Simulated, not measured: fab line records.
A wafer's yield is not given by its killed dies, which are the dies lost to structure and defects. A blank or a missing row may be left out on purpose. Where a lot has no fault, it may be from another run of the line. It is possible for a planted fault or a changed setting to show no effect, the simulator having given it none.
Chamber matching    flow n5-finfet    N5_BEOL_M9_CURE_72 on uv-cure-02: 3 sister chambers
The step cures SiCOH lowk, time 120 s. 3 wafers are shown with their chamber, then 12 later ones without.

WAFERS, EACH WITH ITS CHAMBER
wafer   chamber  wafer_temp_C_max
L081.6  0        373.8
L093.5  2        371.9
L096.5  1        371.1

WAFERS WHOSE CHAMBER IS MISSING
wafer   wafer_temp_C_max
L096.2  370.4
L096.4  370.7
L096.6  371.0
L092.1  372.5
L092.2  371.6
L092.5  371.6
L094.3  372.6
L094.4  372.9
L094.5  373.9
L095.2  371.0
L095.3  370.8
L095.5  371.0

CHAMBER TAKEN BY EACH
wafer   from the rows above           in truth
L096.2  can't be placed: 1 or 2       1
L096.4  can't be placed: 1 or 2       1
L096.6  can't be placed: 1 or 2       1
L092.1  can't be placed: 2 or 0 or 1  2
L092.2  can't be placed: 2 or 1       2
L092.5  can't be placed: 2 or 1       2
L094.3  can't be placed: 2 or 0 or 1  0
L094.4  can't be placed: 0 or 2 or 1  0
L094.5  0                             0
L095.2  can't be placed: 1 or 2       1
L095.3  can't be placed: 1 or 2       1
L095.5  can't be placed: 1 or 2       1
Placed correctly: 1 of 12. From these rows, 11 cannot be placed; in 11 the true chamber is one of the candidates. Placed wrongly: 0.
How it was worked out, from the rows above alone: a wafer's distance from a chamber is the root of the sum, over the readings, of the square of ((its reading less the chamber's mean) divided by the reading's scatter). If the next closest chamber is less than 2 further off than the closest, the wafer can't be placed; otherwise it belongs to the closest. For every chamber, the mean is computed from those of its wafers that are shown. The scatter: root of mean squared gap, hidden wafer to nearest shown wafer, with one shown wafer a chamber.
